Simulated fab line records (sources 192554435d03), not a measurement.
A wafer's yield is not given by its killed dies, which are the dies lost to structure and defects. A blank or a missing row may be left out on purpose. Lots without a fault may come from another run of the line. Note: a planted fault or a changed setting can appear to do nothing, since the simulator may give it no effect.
Which of the tools did it? || flow n5_finfet || 11 lots, 31 wafers sampled, at 4 steps of a route of 1938

## WHAT EACH GAUGE READ, for each wafer
N5_BEOL_M9_OVL_MEAS_12.
{"lot": "L867", "measured": "day 9 06:19", "on": "overlay-01", "M9_OVL (nm)": "1.0 1.5 1.4"}
{"lot": "L868", "measured": "day 9 16:32", "on": "overlay-01", "M9_OVL (nm)": "-0.7 0.0 -0.1"}
{"lot": "L871", "measured": "day 10 02:10", "on": "overlay-01", "M9_OVL (nm)": "-0.5 -0.3 0.6"}
{"lot": "L869", "measured": "day 10 06:19", "on": "overlay-02", "M9_OVL (nm)": "1.5 1.2 0.9"}
{"lot": "L875", "measured": "day 11 12:33", "on": "overlay-01", "M9_OVL (nm)": "0.7 0.5 0.8"}
{"lot": "L877", "measured": "day 11 16:58", "on": "overlay-01", "M9_OVL (nm)": "1.3 0.2 1.2"}
{"lot": "L878", "measured": "day 12 11:13", "on": "overlay-01", "M9_OVL (nm)": "1.4 1.1 2.2"}
{"lot": "L880", "measured": "day 12 17:02", "on": "overlay-01", "M9_OVL (nm)": "0.7 0.9 0.0"}
{"lot": "L879", "measured": "day 12 17:15", "on": "overlay-01", "M9_OVL (nm)": "0.3 -0.2 0.2"}
{"lot": "L881", "measured": "day 12 21:28", "on": "overlay-02", "M9_OVL (nm)": "0.4 0.7"}
{"lot": "L883", "measured": "day 13 15:34", "on": "overlay-02", "M9_OVL (nm)": "0.9 0.6"}

N5_BEOL_M9_CD_MEAS_28: the cd target is 70 nm.
{"lot": "L867", "measured": "day 9 08:17", "on": "cd_sem-01", "cd_nm (nm)": "69.8 70.1 69.7"}
{"lot": "L868", "measured": "day 9 17:29", "on": "cd_sem-02", "cd_nm (nm)": "70.3 70.0 70.0"}
{"lot": "L871", "measured": "day 10 04:02", "on": "cd_sem-01", "cd_nm (nm)": "69.8 70.1 70.0"}
{"lot": "L869", "measured": "day 10 07:33", "on": "cd_sem-02", "cd_nm (nm)": "70.1 70.4 70.3"}
{"lot": "L875", "measured": "day 11 13:41", "on": "cd_sem-02", "cd_nm (nm)": "70.2 70.2 69.6"}
{"lot": "L877", "measured": "day 11 19:37", "on": "cd_sem-02", "cd_nm (nm)": "69.9 69.7 69.5"}
{"lot": "L878", "measured": "day 12 12:07", "on": "cd_sem-02", "cd_nm (nm)": "70.1 69.8 70.8"}
{"lot": "L880", "measured": "day 12 21:39", "on": "cd_sem-02", "cd_nm (nm)": "70.3 70.3 70.1"}
{"lot": "L879", "measured": "day 12 22:07", "on": "cd_sem-02", "cd_nm (nm)": "70.1 70.5 69.8"}
{"lot": "L881", "measured": "day 12 22:40", "on": "cd_sem-02", "cd_nm (nm)": "69.6 71.9"}
{"lot": "L883", "measured": "day 13 21:00", "on": "cd_sem-01", "cd_nm (nm)": "69.9 71.3"}

N5_BEOL_M9_INSPECT_30: inspects for defects (brightfield).
{"lot": "L867", "measured": "day 9 08:22", "on": "defect_inspect-01", "raw_defect_count": "349 281 285"}
{"lot": "L868", "measured": "day 9 17:35", "on": "defect_inspect-02", "raw_defect_count": "506 428 568"}
{"lot": "L871", "measured": "day 10 04:07", "on": "defect_inspect-01", "raw_defect_count": "309 369 499"}
{"lot": "L869", "measured": "day 10 07:38", "on": "defect_inspect-01", "raw_defect_count": "302 315 287"}
{"lot": "L875", "measured": "day 11 13:46", "on": "defect_inspect-01", "raw_defect_count": "383 383 320"}
{"lot": "L877", "measured": "day 11 19:42", "on": "defect_inspect-01", "raw_defect_count": "313 393 305"}
{"lot": "L878", "measured": "day 12 12:12", "on": "defect_inspect-02", "raw_defect_count": "381 368 361"}
{"lot": "L880", "measured": "day 12 21:44", "on": "defect_inspect-02", "raw_defect_count": "376 528 366"}
{"lot": "L879", "measured": "day 12 22:13", "on": "defect_inspect-01", "raw_defect_count": "305 408 533"}
{"lot": "L881", "measured": "day 12 22:46", "on": "defect_inspect-02", "raw_defect_count": "264 290"}
{"lot": "L883", "measured": "day 13 21:05", "on": "defect_inspect-01", "raw_defect_count": "344 404"}

## WHAT TOOL EACH LOT RAN ON (gives the tool, then ch and the chambers of the sampled wafers, and finally the start)
{"lot": "L867", "N5_BEOL_M9_EXPOSE_25": "euv_scanner-02 ch 0, day 9 08:09"}
{"lot": "L868", "N5_BEOL_M9_EXPOSE_25": "euv_scanner-01 ch 0, day 9 17:22"}
{"lot": "L871", "N5_BEOL_M9_EXPOSE_25": "euv_scanner-01 ch 0, day 10 03:54"}
{"lot": "L869", "N5_BEOL_M9_EXPOSE_25": "euv_scanner-02 ch 0, day 10 07:25"}
{"lot": "L875", "N5_BEOL_M9_EXPOSE_25": "euv_scanner-02 ch 0, day 11 13:33"}
{"lot": "L877", "N5_BEOL_M9_EXPOSE_25": "euv_scanner-02 ch 0, day 11 19:29"}
{"lot": "L878", "N5_BEOL_M9_EXPOSE_25": "euv_scanner-02 ch 0, day 12 11:59"}
{"lot": "L880", "N5_BEOL_M9_EXPOSE_25": "euv_scanner-02 ch 0, day 12 21:31"}
{"lot": "L879", "N5_BEOL_M9_EXPOSE_25": "euv_scanner-02 ch 0, day 12 22:01"}
{"lot": "L881", "N5_BEOL_M9_EXPOSE_25": "euv_scanner-02 ch 0, day 12 22:34"}
{"lot": "L883", "N5_BEOL_M9_EXPOSE_25": "euv_scanner-02 ch 0, day 13 20:53"}
- N5_BEOL_M9_EXPOSE_25: exposes mask V8.

## AS READ BY THE TOOLS THEMSELVES (means over the sampled wafers that have a number; for cases with no such wafer, the mark the record gives instead)
N5_BEOL_M9_EXPOSE_25.
{"lot": "L867", "tool": "euv_scanner-02", "exposure_dose_mJ_cm2": 37.26}
{"lot": "L868", "tool": "euv_scanner-01", "exposure_dose_mJ_cm2": 37.18}
{"lot": "L871", "tool": "euv_scanner-01", "exposure_dose_mJ_cm2": 37.15}
{"lot": "L869", "tool": "euv_scanner-02", "exposure_dose_mJ_cm2": 37.26}
{"lot": "L875", "tool": "euv_scanner-02", "exposure_dose_mJ_cm2": 37.25}
{"lot": "L877", "tool": "euv_scanner-02", "exposure_dose_mJ_cm2": 37.29}
{"lot": "L878", "tool": "euv_scanner-02", "exposure_dose_mJ_cm2": 37.33}
{"lot": "L880", "tool": "euv_scanner-02", "exposure_dose_mJ_cm2": 37.28}
{"lot": "L879", "tool": "euv_scanner-02", "exposure_dose_mJ_cm2": 37.28}
{"lot": "L881", "tool": "euv_scanner-02", "exposure_dose_mJ_cm2": 37.24}
{"lot": "L883", "tool": "euv_scanner-02", "exposure_dose_mJ_cm2": 37.27}

## THE ANSWER, worked out from the rows above alone
Rule: the usual values come from the lots themselves. The widest of any qualifying gaps counts: lots, ordered by their means at a reading, are off when they make up no more than a third of the lots, leave a main group of 4 or more, and stand apart from it by 3 or more times the standard deviation of that group's means. Not used: any main group whose means are identical at the precision the tables above print for the reading. A lot without any number at a reading at which 4 lots or more have one is off too. The other lots that the step has rows for count as sound. The gauges are gone through in route order, then the tools' own readings, and for those a lot's mean is taken as printed above. The first step at which some lot is off is used, and at that step the reading that is off furthest; a lot without a number counts as furthest.
Across all readings shown, no lot is off: no conclusion can be drawn from this.

## WHAT THE SIMULATOR HAD PUT IN
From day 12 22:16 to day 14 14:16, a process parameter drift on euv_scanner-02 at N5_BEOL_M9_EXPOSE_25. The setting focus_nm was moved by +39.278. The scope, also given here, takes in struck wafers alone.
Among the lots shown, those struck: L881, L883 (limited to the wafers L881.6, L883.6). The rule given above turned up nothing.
